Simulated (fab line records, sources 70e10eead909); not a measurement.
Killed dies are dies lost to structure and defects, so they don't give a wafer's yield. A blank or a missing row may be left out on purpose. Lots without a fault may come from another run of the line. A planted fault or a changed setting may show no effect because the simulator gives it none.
Chamber matching | flow nand_harc | NHARC_A_STAIRCASE_TRIM_20 on rie_diel-12: 4 sister chambers
The step chemistry O2, time 211.2 s. 8 wafers are shown with their chamber, then 8 later ones without.

WAFERS WITH THEIR CHAMBER
wafer  | chamber | drypump_motor_current_A (A) | oes_product_au (a.u.)
L077.1 | 1       | 5.4                         | 1.006
L080.6 | 3       | 6.1                         | 1.008
L089.5 | 1       | 5.4                         | 1.010
L089.6 | 0       | 6.2                         | 0.992
L091.1 | 3       | 6.2                         | 1.000
L091.4 | 2       | 5.1                         | 0.994
L091.5 | 0       | 6.2                         | 0.995
L092.3 | 2       | 5.1                         | 0.985

WAFERS WITHOUT THEIR CHAMBER
wafer  | drypump_motor_current_A (A) | oes_product_au (a.u.)
L092.4 | 5.4                         | 1.021
L092.6 | 6.2                         | 0.989
L093.2 | 5.1                         | 1.002
L093.4 | 6.1                         | 0.997
L093.5 | 6.2                         | 0.995
L095.2 | 6.2                         | 0.985
L095.3 | 5.4                         | 1.006
L095.4 | 6.2                         | 0.995

WHICH CHAMBER EACH WENT THROUGH
wafer  | from the rows above     | in truth
L092.4 | 1                       | 1
L092.6 | 0                       | 0
L093.2 | 2                       | 2
L093.4 | can't be placed: 3 or 0 | 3
L093.5 | 0                       | 0
L095.2 | 0                       | 0
L095.3 | 1                       | 1
L095.4 | 0                       | 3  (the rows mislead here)
Placed correctly: 6 of 8. Can't be placed from these rows: 1 (the true chamber is among the candidates in 1). Placed wrongly: 1.
How it was worked out, from the rows above alone: a wafer's distance from a chamber is the root of the sum, over the readings, of the square of ((its reading less the chamber's mean) divided by the reading's scatter). The wafer belongs to the nearest chamber; if the next one is less than 2 further off, it can't be placed. A chamber's mean is the mean of its shown wafers. The scatter: the root of (the sum of the squares of (reading less its chamber's mean) over the shown wafers, divided by (wafers less chambers)).
